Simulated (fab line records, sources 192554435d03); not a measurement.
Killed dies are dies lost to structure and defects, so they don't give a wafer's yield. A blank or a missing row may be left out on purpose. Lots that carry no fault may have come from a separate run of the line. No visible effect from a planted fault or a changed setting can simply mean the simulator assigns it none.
fab line records    flow n5Finfet
record lots=15  wafers=45  lastDay=17
route steps=1938 shown BEOL_M3@1000 BEOL_M4@1021
lots untouched by any fault: they come from a run of this same line in which no faults occurred
startH: hours from the record's opening day to when the first of the lot's shown wafers began    waitH: hours elapsed since this lot's preceding step    " the same as in the row above    L1.1+2: a single row standing in for several wafers    - either no value or no given start    * or withheld: withheld    < > ~ a bound
route shown NAME@n: names a module that has steps shown in the file, with the first one's number in the route    usual: mean and standard deviation over wafers with no fault    same: alike in all rows    chamber/n: place in a boat    sites: the reading at each site    _std_site: their standard deviation    _edge_site: the outer-site mean with the inner-site mean subtracted    radiusMm: how far each site lies from the wafer's centre    mask NAME#n: copy n    behind: tool/chamber where the wafer was last shaped    hold: why the lot was held/for how many hours/how that ended    device: which transistor (n, p or np) failed to switch    end of line: the same wafers' tests at the end of the route    step lacking rows: just its recipe    killed: dies lost to structure and defects at the first sort, not the wafer's yield    map: the dies of a wafer, with x for killed, . for not killed, _ for no die there
set.NAME: the setting as run; set.NAME@STEP: as run at that earlier step    model.NAME: the simulator's own value behind a step, which no gauge read
route steps across a sampled set of lots; one table per step, one row per wafer
services: the hour from which a tool's chamber was out of use, counted from the record's first day as startH (under 0 if before that day), plus the number of hours and why
## steps
# step N5_BEOL_M3_SPUTTER_86
# recipe material=Cu  targetThkA=45  tempC=-20  chamberPressurePa=0.07  powerW=withheld  timeS=8.29
# usual chamberPressurePa=0.07002/0.00014  susceptorTempC=-20.00/0.1  throttleValvePct=29.9/1
lot.wafer  tool           chamber  startH  waitH  chamberPressurePa  susceptorTempC  throttleValvePct
L918.1     pvdSputter-03  -        155.66  0.1    0.06996            -19.77          29.8
L918.2     "              -        "       "      0.0698             -20.13          28.6
L918.3     "              -        "       "      0.06982            -19.94          31.4
L919.1     pvdSputter-01  -        164.37  0.1    0.0703             -20.08          30.7
L919.2     "              -        "       "      0.06996            -20.01          29.5
L919.4     "              -        "       "      0.06992            -20.10          30.5
L922.1     pvdSputter-01  -        170.77  0.1    0.0701             -20.09          29.4
L922.2     "              -        "       "      0.06977            -20.09          29.8
L922.3     "              -        "       "      0.07008            -20.13          30.7
L923.1     pvdSputter-02  -        181.37  0.1    0.07006            -20.09          29.0
L923.2     "              -        "       "      0.06995            -19.97          31.7
L923.3     "              -        "       "      0.06993            -19.97          28.7
L925.1     pvdSputter-02  -        193.32  0.1    0.0699             -20.01          31.8
L925.2     "              -        "       "      0.06997            -19.96          29.0
L925.6     "              -        "       "      0.07009            -19.83          29.2
L929.3     pvdSputter-01  -        224.66  0.1    0.06999            -19.86          29.9
L929.4     "              -        "       "      0.06982            -19.94          29.4
L929.5     "              -        "       "      0.07017            -20.05          30.9
L931.3     pvdSputter-01  -        227.90  0.1    0.06981            -20.04          29.4
L931.5     "              -        "       "      0.07009            -19.91          29.7
L931.6     "              -        "       "      0.06989            -20.02          30.6
L932.1     pvdSputter-01  -        231.00  0.1    0.06994            -19.95          30.7
L932.3     "              -        "       "      0.07               -19.95          29.6
L932.4     "              -        "       "      0.07004            -19.88          31.1
L935.1     pvdSputter-02  -        251.97  0.1    0.07005            -19.90          30.4
L935.5     "              -        "       "      0.07029            -19.92          30.4
L935.6     "              -        "       "      0.07003            -19.75          28.8
L936.1     pvdSputter-02  -        268.67  0.1    0.07006            -20.12          31.3
L936.2     "              -        "       "      0.06993            -19.94          28.7
L936.3     "              -        "       "      0.06991            -19.84          30.4
L937.1     pvdSputter-01  -        269.45  0.1    0.07017            -19.97          30.0
L937.2     "              -        "       "      0.0701             -19.96          29.5
L937.4     "              -        "       "      0.07005            -20.15          30.6
L938.2     pvdSputter-03  -        272.53  0.1    0.06995            -20.01          27.9
L938.4     "              -        "       "      0.06991            -19.86          30.0
L938.6     "              -        "       "      0.06999            -19.83          28.4
L939.1     pvdSputter-03  -        282.50  0.1    0.07024            -19.97          31.2
L939.4     "              -        "       "      0.06994            -19.95          28.5
L939.6     "              -        "       "      0.07017            -19.94          31.3
L940.2     pvdSputter-03  -        285.23  0.1    0.07011            -20.05          31.3
L940.4     "              -        "       "      0.07014            -20.08          28.3
L940.6     "              -        "       "      0.07026            -20.08          31.6
L941.3     pvdSputter-01  -        293.39  0.1    0.07003            -20.02          29.5
L941.4     "              -        "       "      0.07004            -20.06          30.7
L941.5     "              -        "       "      0.06993            -20.02          30.0
# step N5_BEOL_M3_SPUTTER_88
# recipe material=Cu  targetThkA=45  tempC=-20  chamberPressurePa=0.07  powerW=withheld  timeS=8.29
# usual chamberPressurePa=0.07/0.00015  susceptorTempC=-19.99/0.11  throttleValvePct=29.9/1
lot.wafer  tool           chamber  startH  waitH  chamberPressurePa  susceptorTempC  throttleValvePct
L918.1     pvdSputter-03  -        155.88  0.1    0.07004            -20.03          29.7
L918.2     "              -        "       "      0.07011            -20.08          28.2
L918.3     "              -        "       "      0.06995            -19.85          31.1
L919.1     pvdSputter-01  -        164.60  0.1    0.07038            -19.83          30.9
L919.2     "              -        "       "      0.06997            -20.10          29.8
L919.4     "              -        "       "      0.06997            -19.93          30.5
L922.1     pvdSputter-01  -        171.03  0.1    0.0701             -20.21          29.6
L922.2     "              -        "       "      0.06993            -20.31          30.1
L922.3     "              -        "       "      0.0703             -19.97          30.7
L923.1     pvdSputter-02  -        181.59  0.1    0.06998            -19.99          29.0
L923.2     "              -        "       "      0.07005            -19.99          31.4
L923.3     "              -        "       "      0.06973            -19.85          28.6
L925.1     pvdSputter-02  -        193.54  0.1    0.07004            -20.02          31.6
L925.2     "              -        "       "      0.07031            -20.16          29.2
L925.6     "              -        "       "      0.06993            -19.97          28.6
L929.3     pvdSputter-01  -        224.88  0.1    0.07015            -19.96          30.1
L929.4     "              -        "       "      0.07025            -20.08          29.6
L929.5     "              -        "       "      0.07006            -20.07          30.8
L931.3     pvdSputter-01  -        228.12  0.1    0.0699             -20.05          29.5
L931.5     "              -        "       "      0.06993            -19.96          29.9
L931.6     "              -        "       "      0.07005            -19.93          30.7
L932.1     pvdSputter-01  -        231.22  0.1    0.07014            -19.91          30.4
L932.3     "              -        "       "      0.06978            -19.96          29.5
L932.4     "              -        "       "      0.06986            -19.98          30.8
L935.1     pvdSputter-02  -        252.19  0.1    0.06996            -20.13          30.3
L935.5     "              -        "       "      0.06965            -20.19          30.5
L935.6     "              -        "       "      0.06971            -20.19          28.6
L936.1     pvdSputter-02  -        268.89  0.1    0.06996            -19.98          31.3
L936.2     "              -        "       "      0.07003            -19.92          28.9
L936.3     "              -        "       "      0.06998            -19.94          30.4
L937.1     pvdSputter-01  -        269.67  0.1    0.07012            -20.11          29.8
L937.2     "              -        "       "      0.06997            -19.87          29.3
L937.4     "              -        "       "      0.07036            -20.12          30.6
L938.2     pvdSputter-03  -        272.75  0.1    0.07002            -19.89          28.1
L938.4     "              -        "       "      0.07012            -19.99          30.0
L938.6     "              -        "       "      0.07002            -20.07          28.3
L939.1     pvdSputter-03  -        282.72  0.1    0.06981            -19.95          31.5
L939.4     "              -        "       "      0.06992            -19.99          28.6
L939.6     "              -        "       "      0.06991            -20.03          31.4
L940.2     pvdSputter-03  -        285.45  0.1    0.07011            -20.07          31.4
L940.4     "              -        "       "      0.06983            -20.02          28.5
L940.6     "              -        "       "      0.06989            -19.93          31.4
L941.3     pvdSputter-01  -        293.61  0.1    0.06994            -20.08          29.3
L941.4     "              -        "       "      0.07004            -20.01          31.0
L941.5     "              -        "       "      0.07008            -19.87          29.9
# step N5_BEOL_M4_ILD_DEP_00
# recipe material=SiOC  targetThkA=790  tempC=350  precursor=DEMS/O2  pressureTorr=5  rfW=500  timeS=15.3
# usual chamberPressureTorr=5.000/0.011  heaterPowerOuterW=281/59  heaterPowerW=533/93  showerheadPlenumPTorr=5.694/0.012  susceptorTempC=349.98/0.22  throttleValvePct=12.0/0.8
lot.wafer  tool      chamber  startH  waitH  chamberPressureTorr  heaterPowerOuterW  heaterPowerW  showerheadPlenumPTorr  susceptorTempC  throttleValvePct
L918.1     pecvd-03  1        157.87  0.0    4.998                319                691           5.683                  350.08          12.1
L918.2     "         2        "       "      4.994                267                524           5.709                  349.77          11.9
L918.3     "         0        "       "      4.992                231                449           5.685                  349.88          10.5
L919.1     pecvd-02  1        166.68  0.0    4.991                266                492           5.716                  350.02          12.8
L919.2     "         0        "       "      4.979                211                450           5.674                  350.10          12.7
L919.4     "         0        "       "      4.984                218                453           5.667                  349.81          12.5
L922.1     pecvd-03  2        173.19  0.0    5.017                248                504           5.703                  349.77          12.1
L922.2     "         0        "       "      4.985                279                526           5.695                  349.98          10.7
L922.3     "         1        "       "      5.004                339                699           5.691                  350.15          12.1
L923.1     pecvd-04  0        183.59  0.0    5.024                218                454           5.725                  349.49          11.3
L923.2     "         2        "       "      5.002                173                332           5.707                  349.85          11.0
L923.3     "         1        "       "      5.006                294                561           5.714                  349.86          12.2
L925.1     pecvd-04  2        195.53  0.0    4.985                174                329           5.694                  349.79          11.1
L925.2     "         0        "       "      5.003                229                449           5.711                  349.83          11.3
L925.6     "         2        "       "      5.003                177                325           5.690                  349.94          11.3
L929.3     pecvd-02  1        227.03  0.1    5.012                311                566           5.707                  349.87          12.9
L929.4     "         0        "       "      5.002                206                437           5.666                  350.32          12.8
L929.5     "         0        "       "      5.011                211                442           5.692                  350.23          12.4
L931.3     pecvd-03  2        230.27  0.0    5.013                318                582           5.706                  350.20          11.8
L931.5     "         0        "       "      5.006                310                559           5.685                  349.83          10.5
L931.6     "         1        "       "      4.996                344                694           5.678                  350.06          12.3
L932.1     pecvd-03  0        233.21  0.0    4.998                274                512           5.692                  350.43          10.6
L932.3     "         1        "       "      5.017                331                679           5.687                  350.04          12.2
L932.4     "         2        "       "      5.019                313                591           5.693                  350.00          12.0
L935.1     pecvd-04  0        254.18  0.0    5.013                202                430           5.697                  349.89          11.2
L935.5     "         1        "       "      5.015                304                586           5.704                  349.94          12.6
L935.6     "         0        "       "      5.015                211                420           5.716                  349.80          11.4
L936.1     pecvd-03  2        270.89  0.0    4.986                267                500           5.720                  350.16          12.0
L936.2     "         1        "       "      5.011                320                673           5.689                  349.97          12.3
L936.3     "         0        "       "      5.009                257                486           5.698                  350.19          10.8
L937.1     pecvd-02  1        271.66  0.0    4.990                313                556           5.696                  349.93          12.9
L937.2     "         2        "       "      4.993                376                612           5.671                  350.03          10.7
L937.4     "         2        "       "      4.987                379                618           5.685                  349.98          10.6
L938.2     pecvd-03  0        274.89  0.0    5.005                303                569           5.681                  350.11          10.7
L938.4     "         0        "       "      5.008                307                547           5.691                  350.29          10.4
L938.6     "         2        "       "      5.008                243                492           5.702                  350.29          12.2
L939.1     pecvd-02  0        284.91  0.0    5.009                192                414           5.691                  350.01          12.7
L939.4     "         0        "       "      5.005                200                427           5.672                  350.05          12.6
L939.6     "         1        "       "      5.010                318                571           5.704                  350.20          12.7
L940.2     pecvd-02  1        287.46  0.0    5.004                315                563           5.697                  350.04          12.5
L940.4     "         2        "       "      5.008                401                673           5.688                  349.74          10.6
L940.6     "         1        "       "      4.995                320                563           5.705                  350.13          12.6
L941.3     pecvd-02  1        295.92  0.1    4.998                314                559           5.704                  349.62          12.6
L941.4     "         0        "       "      4.995                216                448           5.688                  350.14          12.6
L941.5     "         0        "       "      4.981                213                446           5.679                  349.94          12.7
# step N5_BEOL_M4_HM_DEP_02
# recipe material=TiN  targetThkA=200  tempC=25  chamberPressurePa=0.49996
# usual chamberPressurePa=0.4998/0.0011  substrateTempC=24.99/0.1  susceptorTempC=24.99/0.11  throttleValvePct=29.9/1.1
lot.wafer  tool           chamber  startH  waitH  chamberPressurePa  substrateTempC  susceptorTempC  throttleValvePct
L918.1     pvdSputter-02  -        160.51  2.5    0.4998             25.09           25.04           31.5
L918.2     "              -        "       "      0.4999             24.81           25.00           29.0
L918.3     "              -        "       "      0.5021             24.96           25.09           28.6
L919.1     pvdSputter-03  -        167.36  0.6    0.4988             24.89           24.98           28.3
L919.2     "              -        "       "      0.4993             24.76           25.05           29.7
L919.4     "              -        "       "      0.5001             24.96           24.88           29.9
L922.1     pvdSputter-01  -        173.42  0.1    0.4996             24.94           25.06           30.6
L922.2     "              -        "       "      0.5024             24.89           25.00           29.4
L922.3     "              -        "       "      0.5009             25.00           24.97           31.0
L923.1     pvdSputter-01  -        183.79  0.1    0.4981             25.04           24.93           30.0
L923.2     "              -        "       "      0.5007             24.95           25.09           30.9
L923.3     "              -        "       "      0.4999             25.08           25.12           29.7
L925.1     pvdSputter-02  -        199.45  3.8    0.4996             25.37           25.12           28.7
L925.2     "              -        "       "      0.4996             24.91           24.95           30.3
L925.6     "              -        "       "      0.4990             25.11           25.09           28.8
L929.3     pvdSputter-03  -        227.19  0.0    -                  -               -               -
L929.4     "              -        "       "      -                  -               -               -
L929.5     "              -        "       "      -                  -               -               -
L931.3     pvdSputter-03  -        232.28  1.9    -                  -               -               -
L931.5     "              -        "       "      -                  -               -               -
L931.6     "              -        "       "      -                  -               -               -
L932.1     pvdSputter-03  -        233.62  0.3    -                  -               -               -
L932.3     "              -        "       "      -                  -               -               -
L932.4     "              -        "       "      -                  -               -               -
L935.1     pvdSputter-01  -        254.99  0.7    0.4994             25.10           24.76           29.4
L935.5     "              -        "       "      0.4991             25.11           24.77           29.5
L935.6     "              -        "       "      0.4974             25.06           25.08           29.9
L936.1     pvdSputter-03  -        271.05  0.0    0.4998             24.99           25.02           31.4
L936.2     "              -        "       "      0.4987             24.97           25.13           28.6
L936.3     "              -        "       "      0.5003             25.09           25.17           28.4
L937.1     pvdSputter-02  -        273.04  1.2    0.5000             24.95           24.90           29.0
L937.2     "              -        "       "      0.5006             25.03           24.83           30.2
L937.4     "              -        "       "      0.4993             25.12           25.10           28.8
L938.2     pvdSputter-02  -        276.02  1.0    0.4988             24.91           24.78           28.8
L938.4     "              -        "       "      0.4976             24.87           25.09           28.7
L938.6     "              -        "       "      0.5009             25.02           25.01           30.7
L939.1     pvdSputter-03  -        286.41  1.4    0.4996             24.91           24.97           28.9
L939.4     "              -        "       "      0.5015             25.06           24.86           29.7
L939.6     "              -        "       "      0.5008             25.10           24.92           29.8
L940.2     pvdSputter-01  -        287.73  0.2    0.4986             25.12           25.05           30.8
L940.4     "              -        "       "      0.5011             25.11           25.16           30.6
L940.6     "              -        "       "      0.4994             24.91           25.13           29.3
L941.3     pvdSputter-02  -        296.37  0.3    0.5003             24.97           24.92           30.8
L941.4     "              -        "       "      0.4982             24.97           25.01           31.5
L941.5     "              -        "       "      0.4990             24.93           25.04           29.0
# step N5_BEOL_M4_HM_OPEN_17
# recipe chemistry=Cl2/BCl3  targetDepthA=200  overetchA=60  target=TiN  maskMaterial=SOC  ionEnergyEv=150  pressureMtorr=10  icpW=1000  biasW=126  Cl2_flow_sccm=53.25  bcl3FlowSccm=21.75  Ar_flow_sccm=25
# usual drypumpMotorCurrentA=5.45/0.16  oesProductAu=0.69/0.093  throttleValvePct=22.19/0.19
lot.wafer  tool         chamber  startH  waitH  drypumpMotorCurrentA  oesProductAu  rfHoursCounterH  throttleValvePct
L918.1     rieMetal-02  1        161.41  0.0    5.84                  0.70          27               22.32
L918.2     "            0        "       "      5.29                  0.52          133              22.06
L918.3     "            1        "       "      5.85                  0.70          -                22.35
L919.1     rieMetal-03  0        168.26  0.0    5.37                  0.60          63               22.39
L919.2     "            1        "       "      5.41                  0.84          0                21.98
L919.4     "            1        "       "      5.43                  0.83          -                21.98
L922.1     rieMetal-03  0        174.35  0.0    5.37                  0.62          64               22.36
L922.2     "            1        "       "      5.42                  0.83          1                21.98
L922.3     "            1        "       "      5.42                  0.82          -                21.98
L923.1     rieMetal-03  0        184.85  0.0    5.38                  0.61          65               22.39
L923.2     "            1        "       "      5.45                  0.81          2                21.99
L923.3     "            0        "       "      5.39                  0.61          -                22.39
L925.1     rieMetal-03  0        200.48  0.0    5.38                  0.60          67               22.40
L925.2     "            1        "       "      5.42                  0.80          4                21.98
L925.6     "            0        "       "      5.38                  0.59          -                22.40
L929.3     rieMetal-03  1        228.14  0.1    5.46                  0.34          -                22.67
L929.4     "            0        "       "      5.36                  0.26          -                23.04
L929.5     "            0        "       "      5.38                  0.26          -                23.04
L931.3     rieMetal-02  1        233.08  0.1    5.85                  0.31          -                22.98
L931.5     "            1        "       "      5.83                  0.30          -                23.00
L931.6     "            0        "       "      5.29                  0.37          -                22.45
L932.1     rieMetal-03  1        234.42  0.0    5.40                  0.33          7                22.66
L932.3     "            0        "       "      5.37                  0.26          -                23.05
L932.4     "            1        "       "      5.42                  0.34          -                22.66
L935.1     rieMetal-02  1        255.88  0.0    5.82                  0.68          36               22.35
L935.5     "            1        "       "      5.89                  0.69          -                22.38
L935.6     "            0        "       "      5.30                  0.81          -                21.83
L936.1     rieMetal-02  1        271.82  0.0    5.80                  0.69          38               22.36
L936.2     "            0        "       "      5.27                  0.81          5                21.81
L936.3     "            0        "       "      5.29                  0.80          -                21.83
L937.1     rieMetal-03  1        273.96  0.0    5.41                  0.77          10               22.00
L937.2     "            0        "       "      5.38                  0.58          73               22.41
L937.4     "            0        "       "      5.37                  0.58          -                22.40
L938.2     rieMetal-01  0        276.91  0.0    5.43                  0.68          34               22.29
L938.4     "            1        "       "      5.42                  0.59          -                22.17
L938.6     "            0        "       "      5.42                  0.69          -                22.28
L939.1     rieMetal-03  1        287.70  0.0    5.45                  0.76          12               22.02
L939.4     "            1        "       "      5.47                  0.76          -                22.01
L939.6     "            1        "       "      5.42                  0.75          -                22.03
L940.2     rieMetal-03  1        288.71  0.0    5.39                  0.75          12               22.03
L940.4     "            1        "       "      5.41                  0.74          -                22.02
L940.6     "            1        "       "      5.41                  0.74          -                22.02
L941.3     rieMetal-01  1        297.29  0.1    5.41                  0.59          -                22.19
L941.4     "            0        "       "      5.45                  0.69          -                22.28
L941.5     "            0        "       "      5.43                  0.68          -                22.29
# step N5_BEOL_M4_CD_MEAS_18
# recipe pitchNm=36  targetCdNm=18
# usual cdNm=17.97/0.29
lot.wafer  tool      chamber  startH  waitH  cdNm
L918.1     cdSem-03  -        161.59  0.0    17.79
L918.2     "         -        "       "      17.96
L918.3     "         -        "       "      18.08
L919.1     cdSem-03  -        168.51  0.0    17.51
L919.2     "         -        "       "      18.04
L919.4     "         -        "       "      17.88
L922.1     cdSem-03  -        174.53  0.0    18.09
L922.2     "         -        "       "      17.94
L922.3     "         -        "       "      18.21
L923.1     cdSem-02  -        185.03  0.0    18.04
L923.2     "         -        "       "      17.40
L923.3     "         -        "       "      17.79
L925.1     cdSem-02  -        200.67  0.0    18.20
L925.2     "         -        "       "      18.08
L925.6     "         -        "       "      18.22
L929.3     cdSem-03  -        228.30  0.1    -
L929.4     "         -        "       "      -
L929.5     "         -        "       "      -
L931.3     cdSem-03  -        233.23  0.1    -
L931.5     "         -        "       "      -
L931.6     "         -        "       "      -
L932.1     cdSem-01  -        234.60  0.0    -
L932.3     "         -        "       "      -
L932.4     "         -        "       "      -
L935.1     cdSem-01  -        256.06  0.0    17.91
L935.5     "         -        "       "      18.26
L935.6     "         -        "       "      18.32
L936.1     cdSem-03  -        272.01  0.0    18.00
L936.2     "         -        "       "      17.21
L936.3     "         -        "       "      17.55
L937.1     cdSem-02  -        274.15  0.0    18.12
L937.2     "         -        "       "      18.11
L937.4     "         -        "       "      17.90
L938.2     cdSem-01  -        277.09  0.1    17.61
L938.4     "         -        "       "      17.65
L938.6     "         -        "       "      17.91
L939.1     cdSem-03  -        287.91  0.0    17.32
L939.4     "         -        "       "      17.84
L939.6     "         -        "       "      17.68
L940.2     cdSem-02  -        288.89  0.1    18.27
L940.4     "         -        "       "      18.02
L940.6     "         -        "       "      18.92
L941.3     cdSem-03  -        297.45  0.1    17.69
L941.4     "         -        "       "      18.00
L941.5     "         -        "       "      17.60
# step N5_BEOL_M4_RC_MEAS_101
# usual DIBL_N=36.4/1.5  DIBL_P=36.6/1.9  IOFF_N=0.155/0.021  IOFF_P=0.211/0.028  ION_N=671/8.6  ION_P=462/5.8  SS_N=71.5/0.5  SS_P=73.4/0.58  VT_N=250.1/2.4  VT_P=-250.1/3
lot.wafer  tool       chamber  startH  waitH  DIBL_N[mV/V]  DIBL_P[mV/V]  IOFF_N[nA/um]  IOFF_P[nA/um]  ION_N[uA/um]  ION_P[uA/um]  SS_N[mV/dec]  SS_P[mV/dec]  VT_N[mV]  VT_P[mV]
L918.1     prober-02  0        167.86  0.0    35.7          35.0          0.134          0.193          674           457           71.2          72.5          250.6     -250.8
L918.2     "          0        "       "      35.3          35.4          0.138          0.200          667           464           71.4          72.0          248.9     -251.9
L918.3     "          0        "       "      35.8          34.5          0.142          0.189          685           461           71.5          72.8          250.2     -252.8
L919.1     prober-01  0        176.48  0.0    35.7          35.7          0.152          0.207          677           464           71.3          73.3          249.9     -250.3
L919.2     "          0        "       "      36.7          36.6          0.157          0.215          676           468           71.8          73.8          249.4     -251.7
L919.4     "          0        "       "      35.8          35.5          0.149          0.198          664           460           71.7          74.5          251.1     -249.5
L922.1     prober-02  0        186.99  0.0    35.9          35.7          0.146          0.173          668           450           71.1          73.6          250.3     -254.6
L922.2     "          0        "       "      34.8          34.6          0.130          0.158          665           448           70.9          73.4          251.9     -256.9
L922.3     "          0        "       "      36.2          35.7          0.145          0.171          664           456           70.9          73.4          248.6     -255.1
L923.1     prober-01  0        190.62  0.0    34.9          34.8          0.137          0.224          657           464           70.6          72.8          254.1     -246.3
L923.2     "          0        "       "      34.0          33.9          0.129          0.204          661           463           70.9          72.6          256.0     -251.0
L923.3     "          0        "       "      33.9          33.5          0.126          0.202          660           466           71.0          72.7          249.6     -251.1
L925.1     prober-01  0        208.23  0.0    37.1          38.8          0.171          0.237          675           466           72.0          73.4          248.3     -246.5
L925.2     "          0        "       "      36.5          37.6          0.168          0.222          674           463           71.3          73.5          247.9     -247.4
L925.6     "          0        "       "      36.7          38.3          0.163          0.237          675           464           71.5          73.5          249.0     -246.5
L935.1     prober-01  0        268.67  0.0    37.4          37.4          0.165          0.216          673           456           72.4          73.7          249.8     -250.1
L935.5     "          0        "       "      37.3          37.3          0.157          0.215          661           459           72.3          73.1          250.2     -250.8
L935.6     "          0        "       "      37.6          37.9          0.167          0.225          669           466           71.7          73.4          250.1     -247.8
L936.1     prober-02  0        277.96  0.0    36.0          38.0          0.171          0.222          670           463           71.5          73.3          250.0     -248.7
L936.2     "          0        "       "      34.9          37.0          0.152          0.204          670           466           71.0          72.7          250.4     -249.4
L936.3     "          0        "       "      35.9          38.0          0.169          0.232          677           467           71.0          73.0          249.7     -247.9
L937.1     prober-01  0        280.43  0.0    36.9          37.3          0.160          0.221          665           459           71.8          73.4          252.5     -247.9
L937.2     "          0        "       "      37.9          38.5          0.186          0.218          686           461           71.9          73.7          247.3     -250.5
L937.4     "          0        "       "      37.3          37.8          0.171          0.209          677           460           71.3          73.5          247.6     -250.5
L938.2     prober-01  0        284.11  0.2    36.3          36.7          0.151          0.195          665           456           71.5          73.4          249.9     -251.6
L938.4     "          0        "       "      37.1          38.9          0.177          0.230          673           466           71.9          74.6          247.2     -249.3
L938.6     "          0        "       "      36.7          37.9          0.158          0.207          665           453           72.0          74.0          250.0     -247.9
L940.2     prober-01  0        297.41  0.2    32.6          33.7          0.128          0.168          670           469           71.4          72.8          252.5     -250.6
L940.4     "          0        "       "      34.9          35.5          0.152          0.209          677           471           71.3          73.7          249.9     -246.6
L940.6     "          0        "       "      34.2          34.8          0.143          0.188          679           467           71.7          73.1          251.6     -253.1
L939.1     prober-01  0        303.81  0.0    39.8          41.7          0.233          0.282          702           480           72.2          74.6          243.9     -246.3
L939.4     "          0        "       "      39.0          41.0          0.208          0.272          686           467           72.0          74.7          247.7     -247.1
L939.6     "          0        "       "      38.5          39.3          0.171          0.232          672           463           71.9          73.8          251.6     -249.3
L941.3     prober-02  0        308.56  0.3    37.5          37.3          0.160          0.168          675           452           72.1          73.6          248.8     -257.4
L941.4     "          0        "       "      36.8          37.3          0.155          0.173          675           458           70.9          73.6          248.2     -256.5
L941.5     "          0        "       "      38.2          38.1          0.175          0.183          691           461           71.8          73.1          247.3     -256.1
## services
tool         chamber  startH  hours  kind
rieMetal-02  -        133.58  2.8    pm
pecvd-03     0        146.35  2.8    repair
rieMetal-03  1        147.43  -      clean
rieMetal-03  1        147.43  15.2   scheduledDown
rieMetal-03  1        147.43  15.2   ventCycle
pecvd-03     -        149.62  1.8    repair
pecvd-04     -        158.95  1.4    repair
pecvd-03     1        167.13  2.1    scheduledDown
rieMetal-02  0        192.93  -      clean
rieMetal-02  0        192.93  18.3   scheduledDown
rieMetal-02  0        192.93  18.3   ventCycle
pecvd-04     2        196.29  4.3    repair
rieMetal-03  -        198.00  1.4    pm
pecvd-04     2        200.63  2.1    scheduledDown
pecvd-02     2        202.38  -      clean
pecvd-02     2        202.38  -      consumableReplace:showerhead
pecvd-02     2        202.38  29.0   scheduledDown
pecvd-02     2        202.38  29.0   ventCycle
pecvd-04     0        202.76  5.5    scheduledDown
pecvd-04     0        208.30  5.5    scheduledDown
pecvd-02     2        252.90  2.1    scheduledDown
pecvd-02     0        261.04  21.4   repair
pecvd-03     -        286.97  14.6   pm
pecvd-02     2        292.28  5.5    scheduledDown
## key
firstSign step=N5_BEOL_M4_HM_DEP_02  reading=toolRecord  direction=missing
effect step=N5_BEOL_M4_HM_OPEN_17  reading=oesProductAu  direction=down  sigmas=4.1  usual=0.69  struck=0.31
effect step=N5_BEOL_M4_CD_MEAS_18  reading=cdNm  direction=missing
metAt N5_BEOL_M4_HM_DEP_02
struckLots L929,L931,L932
laterRowsLeftOut L929.3,L929.4,L929.5,L931.3,L931.5,L931.6,L932.1,L932.3,L932.4
sortLeftOut L929.3,L929.4,L929.5,L931.3,L931.5,L931.6,L932.1,L932.3,L932.4
notActingAt N5_BEOL_M3_SPUTTER_86,N5_BEOL_M3_SPUTTER_88,N5_BEOL_M4_ILD_DEP_00
onsetBetween 167.36 227.19
fault kind=skippedStepWhole  tool=pvdSputter-03  chamber=-  onsetH=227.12  steps=N5_BEOL_M4_HM_DEP_02  scope=struckLotsOnly
# sortLeftOut: the simulated sort isn't trusted on such a fault, so these wafers' sort isn't shown, and their yield isn't known
# laterRowsLeftOut: the simulator's readings of these wafers behind a module that went badly wrong aren't trusted and aren't shown, but for the sort
